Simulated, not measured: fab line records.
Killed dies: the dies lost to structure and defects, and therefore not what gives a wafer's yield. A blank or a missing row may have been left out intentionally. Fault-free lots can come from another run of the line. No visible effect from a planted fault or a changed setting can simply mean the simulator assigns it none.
fab line records -- flow n5-finfet
record lots=8, wafers=24, last-day=22
route steps=1938 shown BEOL_M2@890 BEOL_M4@1111 PASSIVATION@1936
lots that met no fault: from a run of the same line without faults
start-h: hours from the record's first day to the start of the lot's first wafer shown -- wait-h: hours since the lot's step before -- " same as the row above -- L1.1+2: a row that stands for several wafers -- - no value, or no start given -- * or withheld: withheld -- < > ~ a bound
route shown NAME@n: NAME is a module with steps in the file, n the number in the route of the first one -- usual: mean/standard deviation of fault-free wafers -- same: alike in all rows -- chamber/n: place in a boat -- sites: each site's reading -- _std_site: their standard deviation -- _edge_site: inner sites' mean taken away from outer sites' mean -- radius-mm: how far each site lies from the wafer's centre -- mask NAME#n: copy n -- behind: tool/chamber where the wafer was last shaped -- hold: reason for holding the lot/hours on hold/outcome of the hold -- device: names the non-switching transistor (n, p or np) -- end of line: tests run on the same wafers once the route is complete -- where a step has no rows: the recipe by itself -- killed: dies lost to structure and defects at the first sort, not the wafer's yield -- map: shows each die of a wafer: x if killed, . if not, _ if none is there
set.NAME: the setting that was run; set.NAME@STEP: the one run at that earlier step -- model.NAME: the simulator's own value behind a step, which no gauge read
one table for each step of the route and one row for each wafer, over a sample of lots
services: a tool's chamber out of use, with start hour (start-h, from the record's first day; less than 0 if before it), hours out, and reason
## steps
# step N5_BEOL_M2_TRENCH_ETCH_37
# recipe chemistry=C4F6/O2, target-depth-a=555.55, target=SiOC, time-s=29.2, ion-energy-ev=250, pressure-mtorr=30, source-w=355, bias-w=185, Ar_flow_sccm=300, C4F6_flow_sccm=10, O2_flow_sccm=10
# usual drypump-motor-current-A=5.8/0.44, oes-product-au=0.80/0.078, rf-vpp-V=675/17, showerhead-plenum-p-Torr=2.86/0.096, throttle-valve-pct=20.85/0.19
lot.wafer,tool,chamber,start-h,wait-h,drypump-motor-current-A,oes-product-au,rf-hours-counter-h,rf-vpp-V,showerhead-plenum-p-Torr,throttle-valve-pct
L785.1,rie-diel-02,3,206.31,-,5.3,0.91,22,694,2.92,20.82
L785.4,rie-diel-02,0,206.31,-,6.5,0.85,35,701,2.90,20.92
L785.6,rie-diel-02,3,206.31,-,5.2,0.91,-,692,2.92,20.82
L787.2,rie-diel-02,1,246.71,-,6.2,0.79,80,683,2.98,20.51
L787.3,rie-diel-02,0,246.71,-,6.5,0.83,50,699,2.89,20.94
L787.6,rie-diel-02,1,246.71,-,6.2,0.80,-,684,2.98,20.50
L784.2,rie-diel-02,2,257.96,-,5.7,0.92,29,671,2.90,20.92
L784.4,rie-diel-02,0,257.96,-,6.5,0.82,56,700,2.89,20.94
L784.5,rie-diel-02,2,257.96,-,5.7,0.91,-,671,2.90,20.91
L790.1,rie-diel-02,2,267.73,-,5.7,0.90,34,672,2.90,20.95
L790.5,rie-diel-02,1,267.73,-,6.1,0.78,-,681,2.98,20.53
L790.6,rie-diel-02,0,267.73,-,6.5,0.81,-,700,2.89,20.94
L786.2,rie-diel-06,2,267.80,-,5.1,0.72,216,677,2.81,21.23
L786.4,rie-diel-06,0,267.80,-,5.0,0.90,36,659,2.90,20.66
L786.6,rie-diel-06,1,267.80,-,6.1,0.92,-,666,2.78,20.87
L792.1,rie-diel-06,0,293.00,-,5.0,0.88,45,659,2.90,20.66
L792.5,rie-diel-06,3,293.00,-,6.0,0.73,-,650,2.64,21.16
L792.6,rie-diel-06,2,293.00,-,5.1,0.71,-,677,2.80,21.24
L799.2,rie-diel-02,2,308.41,-,5.7,0.88,47,671,2.89,20.95
L799.4,rie-diel-02,0,308.41,-,6.5,0.55,74,699,2.88,20.91
L799.5,rie-diel-02,3,308.41,-,5.2,0.85,-,693,2.90,20.87
L800.2,rie-diel-03,3,312.02,-,6.0,0.97,7,658,3.03,20.63
L800.5,rie-diel-03,1,312.02,-,5.4,0.74,-,665,2.93,20.63
L800.6,rie-diel-03,2,312.02,-,5.9,0.69,-,649,2.71,20.82
# step N5_BEOL_M2_STRIP_97
# recipe chemistry=N2/H2, time-s=10, power-w=450, temp-c=40, pressure-mtorr=20, rf-frequency-hz=6e+07, bias-power-w=7, n2-flow-sccm=200, h2-flow-sccm=200
# usual bias-power-w=7.003/0.02, drypump-motor-current-A=5.8/0.44, oes-product-au=0.80/0.077, rf-vpp-V=59.1/0.88, showerhead-plenum-p-Torr=2.55/0.096, throttle-valve-pct=23.60/0.18
lot.wafer,tool,chamber,start-h,wait-h,bias-power-w,drypump-motor-current-A,oes-product-au,rf-hours-counter-h,rf-vpp-V,showerhead-plenum-p-Torr,throttle-valve-pct
L785.1,rie-diel-02,3,-,-,7.026,5.2,0.91,22,60.7,2.58,23.59
L785.4,rie-diel-02,0,-,-,6.976,6.5,0.85,35,59.3,2.58,23.43
L785.6,rie-diel-02,3,-,-,7.040,5.2,0.91,-,59.2,2.58,23.60
L787.2,rie-diel-02,1,-,-,6.990,6.2,0.80,80,60.1,2.69,23.41
L787.3,rie-diel-02,0,-,-,6.964,6.5,0.83,50,58.6,2.58,23.44
L787.6,rie-diel-02,1,-,-,7.027,6.1,0.81,-,59.3,2.69,23.42
L784.2,rie-diel-02,2,-,-,6.990,5.7,0.92,29,59.3,2.59,23.71
L784.4,rie-diel-02,0,-,-,7.015,6.6,0.82,56,61.1,2.57,23.47
L784.5,rie-diel-02,2,-,-,6.973,5.7,0.90,-,58.6,2.59,23.69
L790.1,rie-diel-02,2,-,-,6.986,5.7,0.90,34,58.2,2.59,23.71
L790.5,rie-diel-02,1,-,-,6.967,6.2,0.79,-,58.7,2.68,23.43
L790.6,rie-diel-02,0,-,-,7.025,6.5,0.81,-,59.1,2.57,23.46
L786.2,rie-diel-06,2,-,-,6.999,5.1,0.71,216,58.7,2.50,23.88
L786.4,rie-diel-06,0,-,-,6.988,5.1,0.90,36,61.2,2.59,23.70
L786.6,rie-diel-06,1,-,-,7.021,6.1,0.91,-,58.1,2.49,23.88
L792.1,rie-diel-06,0,-,-,6.971,5.1,0.87,45,59.5,2.59,23.74
L792.5,rie-diel-06,3,-,-,7.012,5.9,0.72,-,59.1,2.32,23.82
L792.6,rie-diel-06,2,-,-,6.981,5.2,0.70,-,58.9,2.50,23.89
L799.2,rie-diel-02,2,-,-,7.008,5.7,0.87,47,60.1,2.58,23.73
L799.4,rie-diel-02,0,-,-,6.993,6.5,0.80,74,59.0,2.57,23.48
L799.5,rie-diel-02,3,-,-,7.021,5.2,0.84,-,59.5,2.57,23.65
L800.2,rie-diel-03,3,-,-,6.987,6.0,0.97,7,59.2,2.70,23.44
L800.5,rie-diel-03,1,-,-,7.015,5.5,0.73,-,58.9,2.62,23.28
L800.6,rie-diel-03,2,-,-,7.023,5.9,0.69,-,56.9,2.40,23.63
# step N5_BEOL_M2_OCD_MEAS_38
# usual trench-depth-nm=55.3/1.4
lot.wafer,tool,chamber,start-h,wait-h,trench-depth-nm
L785.1,ocd-02,-,206.47,-,57.3
L785.4,ocd-02,-,206.47,-,53.8
L785.6,ocd-02,-,206.47,-,57.1
L787.2,ocd-01,-,246.86,-,53.6
L787.3,ocd-01,-,246.86,-,53.7
L787.6,ocd-01,-,246.86,-,53.9
L784.2,ocd-02,-,258.12,-,57.8
L784.4,ocd-02,-,258.12,-,53.0
L784.5,ocd-02,-,258.12,-,56.9
L790.1,ocd-01,-,267.88,-,57.5
L790.5,ocd-01,-,267.88,-,53.5
L790.6,ocd-01,-,267.88,-,53.3
L786.2,ocd-01,-,267.95,-,55.4
L786.4,ocd-01,-,267.95,-,56.1
L786.6,ocd-01,-,267.95,-,55.8
L792.1,ocd-01,-,293.15,-,56.5
L792.5,ocd-01,-,293.15,-,54.9
L792.6,ocd-01,-,293.15,-,55.0
L799.2,ocd-02,-,308.57,-,56.8
L799.4,ocd-02,-,308.57,-,26.4
L799.5,ocd-02,-,308.57,-,56.5
L800.2,ocd-01,-,312.17,-,57.6
L800.5,ocd-01,-,312.17,-,56.5
L800.6,ocd-01,-,312.17,-,54.7
# step N5_BEOL_M2_PRE_CLEAN_45
# recipe gas=H2/He, time-s=30, temp-c=250
# usual heater-power-w=333/29
lot.wafer,tool,chamber,start-h,wait-h,heater-power-w
L785.1,pvd-sputter-01,-,206.99,0.0,283
L785.4,pvd-sputter-01,-,206.99,0.0,377
L785.6,pvd-sputter-01,-,206.99,0.0,380
L787.2,pvd-sputter-03,-,247.28,0.0,343
L787.3,pvd-sputter-03,-,247.28,0.0,350
L787.6,pvd-sputter-03,-,247.28,0.0,321
L784.2,pvd-sputter-01,-,258.73,0.0,380
L784.4,pvd-sputter-01,-,258.73,0.0,282
L784.5,pvd-sputter-01,-,258.73,0.0,280
L790.1,pvd-sputter-03,-,268.52,0.0,285
L790.5,pvd-sputter-03,-,268.52,0.0,354
L790.6,pvd-sputter-03,-,268.52,0.0,284
L786.2,pvd-sputter-03,-,268.60,0.0,347
L786.4,pvd-sputter-03,-,268.60,0.0,327
L786.6,pvd-sputter-03,-,268.60,0.0,333
L792.1,pvd-sputter-02,-,293.85,0.0,362
L792.5,pvd-sputter-02,-,293.85,0.0,366
L792.6,pvd-sputter-02,-,293.85,0.0,364
L799.2,pvd-sputter-02,-,309.11,0.0,366
L799.4,pvd-sputter-02,-,309.11,0.0,333
L799.5,pvd-sputter-02,-,309.11,0.0,310
L800.2,pvd-sputter-01,-,312.74,0.0,279
L800.5,pvd-sputter-01,-,312.74,0.0,333
L800.6,pvd-sputter-01,-,312.74,0.0,336
# step N5_BEOL_M2_SURFACE_TREAT_85
# recipe gas=Ar, time-s=*, ion-energy-ev=*, ion-current-ma-cm2=0.5, pressure-mtorr=*, ar-flow-sccm=30
# usual throttle-valve-pct=*
lot.wafer,tool,chamber,start-h,wait-h,throttle-valve-pct
L785.1,pvd-sputter-03,-,207.33,0.2,*
L785.4,pvd-sputter-03,-,207.33,0.2,*
L785.6,pvd-sputter-03,-,207.33,0.2,*
L787.2,pvd-sputter-03,-,247.64,0.1,*
L787.3,pvd-sputter-03,-,247.64,0.1,*
L787.6,pvd-sputter-03,-,247.64,0.1,*
L784.2,pvd-sputter-02,-,259.07,0.2,*
L784.4,pvd-sputter-02,-,259.07,0.2,*
L784.5,pvd-sputter-02,-,259.07,0.2,*
L790.1,pvd-sputter-03,-,268.90,0.2,*
L790.5,pvd-sputter-03,-,268.90,0.2,*
L790.6,pvd-sputter-03,-,268.90,0.2,*
L786.2,pvd-sputter-01,-,269.03,0.3,*
L786.4,pvd-sputter-01,-,269.03,0.3,*
L786.6,pvd-sputter-01,-,269.03,0.3,*
L792.1,pvd-sputter-03,-,294.30,0.2,*
L792.5,pvd-sputter-03,-,294.30,0.2,*
L792.6,pvd-sputter-03,-,294.30,0.2,*
L799.2,pvd-sputter-03,-,309.46,0.2,*
L799.4,pvd-sputter-03,-,309.46,0.2,*
L799.5,pvd-sputter-03,-,309.46,0.2,*
L800.2,pvd-sputter-03,-,313.20,0.2,*
L800.5,pvd-sputter-03,-,313.20,0.2,*
L800.6,pvd-sputter-03,-,313.20,0.2,*
# step N5_BEOL_M2_THK_MEAS_53
# recipe thk-meas-gauge=xrf, reads=Cu_of_BEOL_M2_ECD_50
# usual M2_THK=39.4/1.9
lot.wafer,tool,chamber,start-h,wait-h,M2_THK[nm]
L785.1,film-metro-02,-,210.32,-,40.9
L785.4,film-metro-02,-,210.32,-,37.8
L785.6,film-metro-02,-,210.32,-,42.7
L787.2,film-metro-01,-,252.25,-,36.1
L787.3,film-metro-01,-,252.25,-,36.7
L787.6,film-metro-01,-,252.25,-,37.2
L784.2,film-metro-02,-,262.12,-,42.4
L784.4,film-metro-02,-,262.12,-,38.2
L784.5,film-metro-02,-,262.12,-,43.0
L790.1,film-metro-01,-,271.70,-,41.6
L790.5,film-metro-01,-,271.70,-,36.7
L790.6,film-metro-01,-,271.70,-,37.4
L786.2,film-metro-01,-,272.13,-,40.0
L786.4,film-metro-01,-,272.13,-,43.6
L786.6,film-metro-01,-,272.13,-,40.7
L792.1,film-metro-02,-,298.90,-,41.5
L792.5,film-metro-02,-,298.90,-,40.3
L792.6,film-metro-02,-,298.90,-,39.9
L799.2,film-metro-02,-,312.29,-,41.4
L799.4,film-metro-02,-,312.29,-,11.2
L799.5,film-metro-02,-,312.29,-,37.2
L800.2,film-metro-01,-,316.12,-,40.7
L800.5,film-metro-01,-,316.12,-,40.0
L800.6,film-metro-01,-,316.12,-,38.4
# step N5_BEOL_M2_RS_MEAS_58
# recipe thk-meas-gauge=four-point-probe, reads=Co_of_BEOL_M2_CO_CAP_55+Cu_of_BEOL_M2_ECD_50+Co_of_BEOL_M2_CVD_47+TaN_of_BEOL_M2_ALD_84
# usual M2_RS=0.67/0.042
lot.wafer,tool,chamber,start-h,wait-h,M2_RS[ohm/sq]
L785.1,film-metro-02,-,210.59,0.1,0.65
L785.4,film-metro-02,-,210.59,0.1,0.72
L785.6,film-metro-02,-,210.59,0.1,0.61
L787.2,film-metro-02,-,252.54,0.1,0.73
L787.3,film-metro-02,-,252.54,0.1,0.73
L787.6,film-metro-02,-,252.54,0.1,0.71
L784.2,film-metro-02,-,262.38,0.1,0.62
L784.4,film-metro-02,-,262.38,0.1,0.70
L784.5,film-metro-02,-,262.38,0.1,0.60
L790.1,film-metro-01,-,271.96,0.0,0.62
L790.5,film-metro-01,-,271.96,0.0,0.72
L790.6,film-metro-01,-,271.96,0.0,0.71
L786.2,film-metro-02,-,272.39,0.1,0.65
L786.4,film-metro-02,-,272.39,0.1,0.58
L786.6,film-metro-02,-,272.39,0.1,0.64
L792.1,film-metro-02,-,299.19,0.0,0.63
L792.5,film-metro-02,-,299.19,0.0,0.65
L792.6,film-metro-02,-,299.19,0.0,0.66
L799.2,film-metro-02,-,312.55,0.1,0.62
L799.4,film-metro-02,-,312.55,0.1,3.69
L799.5,film-metro-02,-,312.55,0.1,0.70
L800.2,film-metro-02,-,316.54,0.1,0.64
L800.5,film-metro-02,-,316.54,0.1,0.66
L800.6,film-metro-02,-,316.54,0.1,0.69
# step N5_BEOL_M4_RC_MEAS_101
# usual DIBL_N=35.8/1.6, DIBL_P=35.6/2, IOFF_N=0.15/0.031, IOFF_P=0.20/0.033, ION_N=668/12, ION_P=459/6.8, SS_N=71.4/0.53, SS_P=73.1/0.63, VT_N=250/3.5, VT_P=-251/3
lot.wafer,tool,chamber,start-h,wait-h,DIBL_N[mV/V],DIBL_P[mV/V],IOFF_N[nA/um],IOFF_P[nA/um],ION_N[uA/um],ION_P[uA/um],SS_N[mV/dec],SS_P[mV/dec],VT_N[mV],VT_P[mV]
L785.1,prober-01,0,306.28,0.1,34.5,34.8,0.12,0.19,645,443,70.6,73.0,255,-254
L785.4,prober-01,0,306.28,0.1,35.5,36.2,0.15,0.21,676,459,71.5,72.9,250,-250
L785.6,prober-01,0,306.28,0.1,36.9,37.5,0.17,0.24,672,464,71.9,73.6,248,-250
L787.2,prober-02,0,332.25,0.2,35.0,34.9,0.13,0.16,664,447,71.4,72.5,252,-256
L787.3,prober-02,0,332.25,0.2,37.2,37.6,0.18,0.21,681,462,71.7,73.3,248,-254
L787.6,prober-02,0,332.25,0.2,33.3,33.1,0.12,0.15,653,454,71.0,72.2,254,-256
L784.2,prober-02,0,347.77,0.2,35.8,36.3,0.16,0.22,674,464,71.8,72.8,251,-249
L784.4,prober-02,0,347.77,0.2,36.6,36.9,0.18,0.24,661,451,71.5,73.5,250,-248
L784.5,prober-02,0,347.77,0.2,35.5,36.1,0.15,0.22,671,464,71.5,73.1,251,-249
L790.1,prober-02,0,360.48,0.0,36.1,32.6,0.14,0.18,660,455,72.3,73.0,251,-251
L790.5,prober-02,0,360.48,0.0,38.3,34.5,0.16,0.21,658,450,72.0,73.9,249,-250
L790.6,prober-02,0,360.48,0.0,38.4,35.5,0.17,0.22,670,461,72.3,73.8,246,-249
L786.2,prober-01,0,371.60,0.2,35.1,33.8,0.14,0.18,665,460,70.7,72.5,251,-252
L786.4,prober-01,0,371.60,0.2,35.5,34.0,0.16,0.19,670,458,71.3,72.5,248,-252
L786.6,prober-01,0,371.60,0.2,35.7,34.8,0.15,0.19,668,456,70.7,72.8,248,-250
L792.1,prober-01,0,390.94,0.0,36.9,37.6,0.16,0.21,680,470,71.3,73.9,251,-251
L792.5,prober-01,0,390.94,0.0,35.9,36.5,0.14,0.19,666,454,71.4,73.9,252,-253
L792.6,prober-01,0,390.94,0.0,35.8,36.0,0.15,0.19,677,464,71.4,73.5,252,-252
L800.2,prober-01,0,404.51,0.2,37.5,37.2,0.17,0.22,679,461,71.5,73.1,246,-253
L800.5,prober-01,0,404.51,0.2,35.6,34.8,0.14,0.19,659,454,71.2,73.4,251,-250
L800.6,prober-01,0,404.51,0.2,36.9,36.1,0.16,0.21,680,462,71.5,73.6,249,-251
L799.2,prober-01,0,414.49,0.2,35.5,34.4,0.15,0.20,656,453,71.4,73.3,251,-250
L799.5,prober-01,0,414.49,0.2,35.1,34.5,0.15,0.20,648,450,71.2,73.0,253,-252
# step N5_PASSIVATION_PROBE_49
# usual defect-limited-yield=90.7/1.5, killed_at_M0_to_M3=38/11, killed_at_M4_up=15/5.5, killed-at-contacts=12/6, killed-at-front-end=41/11, killed-at-other=3.5/2.7, killed-dies=110/18, killed-on-rim=15/3.6, killed-open=72/13, killed-short=35/8.7, sort_bin_5_function=5.5/1.1, sort_bin_6_memory=3.4/0.63, sort_bin_8_speed=0.01/0.037, sort-n-pass=1070/18, sort-yield-pct=90.7/1.5
# same gross-dies=1180, killed-at-back-side=0, sort_bin_4_leakage[%]=0
lot.wafer,tool,chamber,start-h,wait-h,defect-limited-yield[%],killed_at_M0_to_M3,killed_at_M4_up,killed-at-contacts,killed-at-front-end,killed-at-other,killed-dies,killed-on-rim,killed-open,killed-short,sort_bin_5_function[%],sort_bin_6_memory[%],sort_bin_8_speed[%],sort-n-pass,sort-yield-pct[%]
L787.2,prober-02,-,440.79,0.1,89.2,39,25,9,52,2,127,22,79,45,6.7,3.6,0,1053,89.2
L787.3,prober-02,-,440.84,0.1,88.9,38,22,3,66,2,131,18,78,48,6.6,4.2,0,1049,88.9
L787.6,prober-02,-,440.99,0.3,90.5,32,16,7,52,5,112,13,73,38,5.4,3.8,0,1068,90.5
L799.2,prober-02,-,537.23,0.1,92.7,31,17,5,29,4,86,7,62,24,3.1,4.1,0,1094,92.7
L799.4,prober-02,-,537.33,0.2,0,1108,10,6,48,8,1180,152,79,33,95.8,3.8,0,0,0
L799.5,prober-02,-,537.38,0.2,90.7,33,20,7,47,3,110,14,77,33,5.4,3.7,0,1070,90.7
# killed by level:class
L787.2 FIN_SAQP:geometric-particle:short=19 FIN_SAQP:geometric-particle:open=14 BEOL_M0_SAQP:geometric-particle:open=9 BEOL_M4:geometric-particle:open=9 BEOL_M3:geometric-particle:open=8 BEOL_M5:geometric-particle:open=8 BEOL_M2:geometric-particle:open=7 MOL_CONTACT_COAG:geometric-particle:open=6
L787.3 FIN_SAQP:geometric-particle:open=20 FIN_SAQP:geometric-particle:short=15 DUMMY_GATE:geometric-particle:open=10 BEOL_M4:geometric-particle:open=8 BEOL_M0_SAQP:geometric-particle:open=6 BEOL_M0_SAQP:geometric-particle:short=6 BEOL_M1:geometric-particle:open=5 BEOL_M2:geometric-particle:open=5
L787.6 FIN_SAQP:geometric-particle:open=21 FIN_SAQP:geometric-particle:short=12 BEOL_M2:geometric-particle:open=9 BEOL_M4:geometric-particle:open=9 BEOL_M0_SAQP:geometric-particle:short=6 BEOL_M0_SAQP:geometric-particle:open=6 MOL_CONTACT_COAG:geometric-particle:open=5 BEOL_M1:geometric-particle:open=4
L799.2 BEOL_M1:geometric-particle:open=11 BEOL_M4:geometric-particle:open=10 STI_FIN_REVEAL:geometric-particle:open=9 FIN_SAQP:geometric-particle:short=5 MOL_CONTACT_COAG:geometric-particle:open=5 BEOL_M0:geometric-particle:open=5 BEOL_M3:geometric-particle:open=5 FIN_SAQP:geometric-particle:open=4
L799.4 BEOL_M2:area-ecd=1068 FIN_SAQP:geometric-particle:open=17 FIN_SAQP:geometric-particle:short=9 BEOL_M0_SAQP:geometric-particle:short=8 BEOL_M1:geometric-particle:open=8 BEOL_M2:geometric-particle:open=7 BEOL_M3:geometric-particle:open=6 BEOL_M4:geometric-particle:open=6
L799.5 BEOL_M4:geometric-particle:open=14 FIN_SAQP:geometric-particle:short=13 FIN_SAQP:geometric-particle:open=13 BEOL_M2:geometric-particle:open=9 BEOL_M3:geometric-particle:open=8 MOL_CONTACT_COAG:geometric-particle:open=7 STI_FIN_REVEAL:geometric-particle:open=6 BEOL_M0_SAQP:geometric-particle:short=5
## services
tool,chamber,start-h,hours,kind
rie-diel-06,1,187.14,-,clean
rie-diel-06,1,187.14,-,consumable-replace:focus-ring
rie-diel-06,1,187.14,11.7,scheduled-down
rie-diel-06,1,187.14,11.7,vent-cycle
rie-diel-06,0,190.59,13.1,repair
rie-diel-03,-,242.91,2.8,pm
pvd-sputter-01,-,243.28,2.7,repair
rie-diel-02,2,248.45,4.3,repair
rie-diel-03,3,265.72,-,clean
rie-diel-03,3,265.72,-,consumable-replace:focus-ring
rie-diel-03,3,265.72,-,consumable-replace:showerhead
rie-diel-03,3,265.72,20.1,scheduled-down
rie-diel-03,3,265.72,20.1,vent-cycle
## key
first-sign step=N5_BEOL_M2_TRENCH_ETCH_37, reading=oes-product-au, direction=down, sigmas=3.2, usual=0.80, struck=0.55
effect step=N5_BEOL_M2_OCD_MEAS_38, reading=trench-depth-nm, direction=down, sigmas=20, usual=55.3, struck=26.4
effect step=N5_BEOL_M2_THK_MEAS_53, reading=M2_THK, direction=down, sigmas=15, usual=39.4, struck=11.2
effect step=N5_BEOL_M2_RS_MEAS_58, reading=M2_RS, direction=up, sigmas=72, usual=0.67, struck=3.69
effect step=N5_PASSIVATION_PROBE_49, reading=killed_at_M0_to_M3, direction=up, sigmas=99+, usual=38, struck=1108
more-kills-born-at N5_BEOL_M2_ECD_50@ecd-cu-01=1068
met-at N5_BEOL_M2_TRENCH_ETCH_37
struck-lots L799
struck-wafers L799.4
later-rows-left-out L799.4
not-acting-at N5_BEOL_M2_STRIP_97,N5_BEOL_M2_PRE_CLEAN_45,N5_BEOL_M2_SURFACE_TREAT_85
onset-between 267.73 308.41
fault kind=process-parameter-drift, tool=rie-diel-02, chamber=-, onset-h=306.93, steps=N5_BEOL_M2_TRENCH_ETCH_37, channel=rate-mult, offset=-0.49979, shape=step, end-h=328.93, scope=struck-wafers-only
# later-rows-left-out: the simulator's readings of these wafers behind a module that went badly wrong aren't trusted and aren't shown, but for the sort
